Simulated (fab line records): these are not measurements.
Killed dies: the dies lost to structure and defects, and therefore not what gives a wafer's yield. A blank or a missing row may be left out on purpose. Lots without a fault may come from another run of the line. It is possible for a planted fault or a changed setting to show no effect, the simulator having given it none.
Which tool is to blame? ; flow n5 finfet ; Sampling: 9 lots, 27 wafers, 6 of 1938 route steps

## WHAT THE GAUGES SHOWED, per wafer
N5_DUMMY_GATE_CD_MEAS_15 targets a cd of 25.8 nm.
lot;measured;on;cd nm (nm)
L133;day 3 06:47;cd sem-02;24.65 25.35 25.19
L137;day 4 03:37;cd sem-03;24.82 24.95 25.14
L142;day 5 16:02;cd sem-02;25.19 25.23 25.23
L143;day 5 22:20;cd sem-02;25.05 25.41 25.25
L145;day 6 06:27;cd sem-03;24.93 25.11 24.80
L148;day 6 20:41;cd sem-03;24.91 24.84 24.62
L151;day 7 21:35;cd sem-01;24.86 24.96 24.81
L153;day 8 08:46;cd sem-01;25.09 24.78 24.62
L155;day 8 18:31;cd sem-03;25.01 25.46 25.16

N5_SD_EPI_N_OVL_MEAS_10.
lot;measured;on;SD_N_BLK_OVL (nm)
L133;day 3 09:11;overlay-01;0.1 -0.9 0.2
L137;day 4 06:41;overlay-01;-0.8 0.7 1.1
L142;day 5 18:59;overlay-02;0.9 -0.1 0.2
L143;day 6 00:55;overlay-02;0.4 0.5 1.0
L145;day 6 10:22;overlay-02;1.3 1.4 1.7
L148;day 6 22:52;overlay-01;1.4 1.1 1.3
L151;day 7 23:55;overlay-02;0.5 1.0 0.4
L153;day 8 12:05;overlay-02;-0.1 0.5 -0.2
L155;day 8 22:04;overlay-01;-0.1 -1.0 0.3

N5_SD_EPI_N_EPI_MEAS_23.
lot;measured;on;thk nm (nm)
L133;day 3 12:38;film metro-02;60.2 59.3 59.7
L137;day 4 10:08;film metro-02;56.8 56.9 58.9
L142;day 5 22:26;film metro-02;53.1 52.5 54.1
L143;day 6 04:23;film metro-02;54.9 54.0 54.0
L145;day 6 13:56;film metro-02;59.2 59.8 59.4
L148;day 7 04:03;film metro-01;60.8 58.7 59.0
L151;day 8 03:22;film metro-01;58.5 57.7 56.8
L153;day 8 16:17;film metro-01;59.1 58.2 58.6
L155;day 9 01:32;film metro-02;57.5 59.2 58.4

N5_BEOL_M4_RC_MEAS_101.
lot;measured;on;DIBL_N (mV/V);DIBL_P (mV/V);IOFF_N (nA/um);IOFF_P (nA/um);ION_N (uA/um);ION_P (uA/um);SS_N (mV/dec);SS_P (mV/dec);VT_N (mV);VT_P (mV)
L133;day 8 04:57;prober-02;34.9 34.1 35.3;33.6 33.5 35.0;0.130 0.120 0.145;0.184 0.181 0.213;652 660 664;452 455 463;71.9 71.0 71.7;72.2 72.6 72.7;256.1 254.3 251.9;-249.7 -250.7 -250.3
L137;day 8 23:53;prober-01;32.8 35.5 35.6;34.9 37.1 37.1;0.126 0.165 0.161;0.168 0.200 0.208;663 671 668;453 456 459;71.3 71.5 72.1;73.3 73.6 73.6;254.2 250.1 251.3;-257.0 -254.1 -250.2
L142;day 11 03:59;prober-01;34.5 37.0 35.2;35.1 37.8 35.1;0.126 0.169 0.134;0.184 0.221 0.179;654 685 661;457 474 460;71.1 71.7 70.8;72.0 73.6 72.5;255.7 249.0 250.9;-250.0 -250.5 -252.3
L143;day 11 08:32;prober-01;33.6 34.7 33.2;36.2 37.1 35.7;0.151 0.157 0.140;0.208 0.220 0.197;674 673 665;467 465 463;71.8 71.6 71.6;72.9 74.4 73.1;248.0 249.8 250.3;-249.2 -249.0 -251.5
L145;day 11 08:53;prober-02;36.8 36.6 38.6;35.0 35.1 36.8;0.145 0.154 0.183;0.215 0.227 0.245;666 675 684;462 469 464;71.4 71.7 71.6;72.6 73.5 74.0;251.2 250.8 248.2;-248.6 -249.7 -249.9
L148;day 12 05:29;prober-01;38.6 39.0 37.4;36.4 37.3 35.3;0.165 0.177 0.144;0.210 0.217 0.196;677 675 675;464 457 458;71.7 71.8 71.4;73.7 74.6 73.4;249.1 250.3 247.9;-251.6 -251.7 -251.1
L151;day 12 22:56;prober-01;36.6 36.3 35.4;37.5 37.9 36.6;0.168 0.170 0.149;0.213 0.217 0.199;682 676 668;461 460 461;72.3 72.0 72.8;73.8 74.1 73.7;248.7 248.1 250.8;-250.7 -251.7 -250.6
L153;day 13 16:23;prober-01;35.4 36.3 37.0;36.7 38.7 39.4;0.188 0.205 0.231;0.220 0.250 0.267;688 680 676;469 465 462;71.3 71.7 72.3;73.3 73.7 74.4;243.8 244.3 243.5;-248.9 -249.2 -249.4
L155;day 13 23:38;prober-02;35.6 34.9 33.5;34.0 34.2 32.8;0.141 0.131 0.113;0.186 0.198 0.168;649 668 654;448 462 454;71.7 71.1 71.0;72.6 73.4 72.6;255.4 250.9 256.9;-253.7 -251.9 -252.6

## WHICH TOOL RAN EACH LOT (tool, then ch and the chambers of the sampled wafers, then the start)
lot;N5_SD_EPI_N_EPI_21;N5_SD_EPI_P_ETCH_37
L133;epi rpcvd-02 ch 0, day 3 10:55;rie diel-03 ch 0,1,2, day 3 13:38
L137;epi rpcvd-03 ch 0, day 4 08:26;rie diel-01 ch 1,3, day 4 11:11
L142;epi rpcvd-02 ch 0, day 5 20:59;rie diel-04 ch 1,2,3, day 5 23:34
L143;epi rpcvd-02 ch 0, day 6 02:56;rie diel-04 ch 0,1, day 6 05:23
L145;epi rpcvd-03 ch 0, day 6 12:13;rie diel-01 ch 0,2, day 6 15:34
L148;epi rpcvd-04 ch 0, day 7 02:01;rie diel-04 ch 1,3, day 7 05:07
L151;epi rpcvd-03 ch 0, day 8 01:39;rie diel-03 ch 1,2,3, day 8 04:31
L153;epi rpcvd-04 ch 0, day 8 14:23;rie diel-03 ch 0,2,3, day 8 17:19
L155;epi rpcvd-03 ch 0, day 9 00:06;rie diel-01 ch 0,3, day 9 02:37
- N5_SD_EPI_N_EPI_21: deposits Si:P, time 690 s.
- N5_SD_EPI_P_ETCH_37: etches SOC in N2/H2, overetch 108 nm, time 486 s.

## AS READ BY THE TOOLS THEMSELVES (means over the sampled wafers that have a number; for cases with no such wafer, the mark the record gives instead)
N5_SD_EPI_N_EPI_21.
lot;tool;susceptor temp C (C)
L133;epi rpcvd-02;680.15
L137;epi rpcvd-03;679.96
L142;epi rpcvd-02;680.21
L143;epi rpcvd-02;680.26
L145;epi rpcvd-03;679.92
L148;epi rpcvd-04;680.14
L151;epi rpcvd-03;680.21
L153;epi rpcvd-04;680.10
L155;epi rpcvd-03;680.09

N5_SD_EPI_P_ETCH_37.
lot;tool;drypump motor current A (A);oes product au (a.u.);rf vpp V (V);showerhead plenum p Torr (Torr);throttle valve pct (%)
L133;rie diel-03;5.6;0.68;240.9;2.55;23.79
L137;rie diel-01;5.7;0.69;239.9;2.52;23.73
L142;rie diel-04;6.1;0.63;240.4;2.51;23.71
L143;rie diel-04;5.4;0.68;242.9;2.64;24.01
L145;rie diel-01;6.4;0.70;241.7;2.57;23.93
L148;rie diel-04;6.4;0.62;240.2;2.47;23.52
L151;rie diel-03;6.0;0.71;242.0;2.62;23.79
L153;rie diel-03;5.7;0.71;241.1;2.55;23.73
L155;rie diel-01;6.1;0.74;240.8;2.53;23.54

## THE ANSWER, worked out from the rows above alone
Rule: the lots themselves supply what counts as usual. The widest of any qualifying gaps counts: lots, ordered by their means at a reading, are off when they make up no more than a third of the lots, leave a main group of 4 or more, and stand apart from it by 3 or more times the standard deviation of that group's means. The tables above print the reading to a certain number of digits; a main group whose means all agree to those digits is not used. Also off: a lot with no number at a reading for which 4 or more lots have one. Where the step has rows for the other lots, those lots are counted as sound. The gauges are gone through in route order, then the tools' own readings, and for those a lot's mean is taken as printed above. The first step at which some lot is off is used, and at that step the reading that is off furthest; a lot without a number counts as furthest.
Off: L142, L143 (N5_SD_EPI_N_EPI_MEAS_23, thk nm). The main group has a mean of 58.7 nm with a standard deviation of 0.83.
If a tool, at a process step before that reading, ran all the lots that are off and no sound lot after the first of them, it fits. Those tools and the gauges at N5_SD_EPI_N_EPI_MEAS_23 are tried in the same way. One candidate fits, namely epi rpcvd-02 at N5_SD_EPI_N_EPI_21. A fault onset in the window from L133 (day 3 10:55, its last sound lot) to L142 (day 5 20:59, its first lot off) fits.

## WHAT THE SIMULATOR HAD INSERTED
Site profile drift: epi rpcvd-02, from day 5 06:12 on, at N5_SD_EPI_N_EPI_21. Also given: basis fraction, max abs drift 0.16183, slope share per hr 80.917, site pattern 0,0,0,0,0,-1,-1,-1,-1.
Shown lots that were struck: L142, L143. The rule above reached the same finding.
